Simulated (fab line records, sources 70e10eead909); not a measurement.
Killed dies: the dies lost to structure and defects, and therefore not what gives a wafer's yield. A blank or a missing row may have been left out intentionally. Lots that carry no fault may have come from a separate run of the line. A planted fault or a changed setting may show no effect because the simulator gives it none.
Comparing a struck lot with a sound one	flow nand_harc	13 steps out of a route of 1159
Sound: the wafers L680.1, L680.4, L680.5. Struck: wafer L689.4 (left out: L689.2, L689.5 of the same lot, which were not struck); the cause appears at the end.
For every step that has rows: the tool of each side, followed by ch and its chambers, followed by its first start. Under that, the readings that differ: sound wafers	struck wafers	difference of the means	sigmas: that difference in standard deviations of wafers without a fault.
alike: words and numbers the same on both sides, and readings whose means are apart by under 2 such deviations; not compared: readings that were withheld, readings missing a value for some wafer, numbers with overlapping values and no deviation given by the record, and bounds like >300 which may hide the same value.
A row with sigmas, a row that says differs or no value, or rows on one side alone: a step with any of these is where the two part. Numbers that don't overlap but have no deviation are shown without sigmas and don't part them. A reading that every wafer of one side lacks parts them only if that side has two wafers or more.

NHARC_A_WL_FILL_CVD_03: deposits W, target thk 40 nm, time 3302 s.
  sound on cvd_w-01 ch 0, day 17 08:07; struck on cvd_w-01 ch 0, day 18 18:52
  alike: heater_power_w, throttle_valve_pct
NHARC_A_WL_FILL_ETCHBACK_04: etches the open film in NF3, target depth 60 nm, time 120 s.
  sound on rie_metal-01 ch 0,1, day 17 10:59; struck on rie_metal-02 ch 0, day 18 22:10
  alike: chamber_pressure_mTorr, drypump_motor_current_A, oes_product_au
  not compared: rf_hours_counter_h
NHARC_A_WL_FILL_ETCHBACK_05: etches the open film in Cl2/BCl3, target depth 22 nm, time 60 s.
  sound on rie_metal-01 ch 0, day 17 11:13; struck on rie_metal-02 ch 0, day 18 22:22
reading	sound	struck	difference	sigmas
chamber_pressure_mTorr (mTorr)	9.990 9.999 10.018	9.982	-0.020	-3
  alike: drypump_motor_current_A, oes_product_au
  not compared: rf_hours_counter_h
NHARC_A_WL_FILL_STRIP_27: strips in N2/H2, time 20 s.
  sound on plasma_asher-02 ch 0,1, day 17 11:22; struck on plasma_asher-01 ch 1, day 18 22:32
  alike: drypump_motor_current_A, heater_power_w
  not compared: rf_hours_counter_h
then, 5 steps without rows for these wafers: NHARC_A_WL_FILL_STRIP_28 (strips in post etch residue remover, time 1200 s); NHARC_A_WL_FILL_PRECLEAN_06 (cleans in DIW, time 300 s); NHARC_A_WL_FILL_SRD_07; NHARC_A_WL_FILL_ANNEAL_08 (time 1800 s); NHARC_A_WL_FILL_ALD_10 (deposits SiO2, target thk 50 nm, pulse time 10 s, ald cycles 500).
NHARC_A_WL_FILL_ETCHBACK_16: etches the open film in C4F8/O2/Ar, target depth 88 nm, time 17.6 s.
  sound: rie_diel-09 ch 0,2,3; struck: rie_diel-06 ch 3
reading	sound	struck	difference	sigmas
rf_vpp_V (V)	721 716 721	731	+12	+3
  alike: chamber_pressure_mTorr, oes_product_au, rf_fwd_power_W
  not compared: rf_hours_counter_h
then, 1 step without rows for these wafers: NHARC_A_WL_FILL_STRIP_29 (strips in O2, time 20 s).
NHARC_A_WL_FILL_ETCHBACK_17: etches the open film in Cl2/BCl3, target depth 4 nm, time 26.7 s.
  sound on rie_metal-01 ch 0,1, day 17 22:13; struck on rie_metal-03 ch 1, day 19 08:52
reading	sound	struck	difference	sigmas
oes_product_au (a.u.)	1.005 0.990 1.015	0.824	-0.179	-14
  alike: chamber_pressure_mTorr, drypump_motor_current_A
  not compared: rf_hours_counter_h
then, 1 step without rows for these wafers: NHARC_A_WL_FILL_PRECLEAN_18 (cleans in dHF, time 30 s).

## WHERE THEY PART
First at NHARC_A_WL_FILL_ETCHBACK_05; last, within this record, at NHARC_A_WL_FILL_ETCHBACK_17.

WHY: the cause the simulator had injected
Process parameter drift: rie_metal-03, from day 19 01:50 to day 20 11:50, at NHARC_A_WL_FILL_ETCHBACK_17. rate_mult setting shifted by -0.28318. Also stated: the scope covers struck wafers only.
